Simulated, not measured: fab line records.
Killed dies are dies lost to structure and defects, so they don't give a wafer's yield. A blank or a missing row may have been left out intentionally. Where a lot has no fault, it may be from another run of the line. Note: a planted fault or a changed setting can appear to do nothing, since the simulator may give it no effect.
Which tool was responsible?    flow nand harc    at 1 step of a route of 1159, 12 lots with 36 wafers sampled

WHAT THE GAUGES READ, wafer by wafer
NHARC_A_BLC_CD_MEAS_19.
lot   measured      on         cd nm (nm)
L074  day 17 16:05  cd sem-03  95.7 99.6 102.9
L077  day 17 17:50  cd sem-01  96.9 100.6 103.0
L076  day 18 12:52  cd sem-01  98.4 94.3 97.9
L081  day 19 07:54  cd sem-02  103.4 103.1 101.0
L083  day 19 12:21  cd sem-01  96.2 100.5 101.2
L088  day 20 10:52  cd sem-03  102.7 98.6 104.9
L086  day 20 19:59  cd sem-02  100.8 93.2 99.7
L090  day 21 16:29  cd sem-01  100.4 97.2 103.3
L092  day 21 19:03  cd sem-01  97.4 103.1 101.9
L094  day 22 09:51  cd sem-01  102.9 102.3 102.0
L096  day 22 17:59  cd sem-01  103.4 101.2 98.0
L097  day 23 08:32  cd sem-02  102.8 99.5 99.7

WHICH TOOL RAN EACH LOT (tool, then ch and the chambers of the sampled wafers, then the start)
There is no process step in the record ahead of these readings.

THE ANSWER, worked out from the rows above alone
Rule: the usual values come from the lots themselves. Put in order of their means at a reading, lots are off if they are a third of the lots or fewer, leave a main group of 4 or more, and stand apart from it by a gap of 3 or more times the standard deviation of the main group's means; of several such gaps the widest counts. If all means in a main group match to the digits the tables above print for the reading, that group is not used. Also off: a lot with no number at a reading for which 4 or more lots have one. Where the step has rows for the other lots, those lots are counted as sound.
Across all readings shown, no lot is off: no conclusion can be drawn from this.

WHAT THE SIMULATOR PUT IN
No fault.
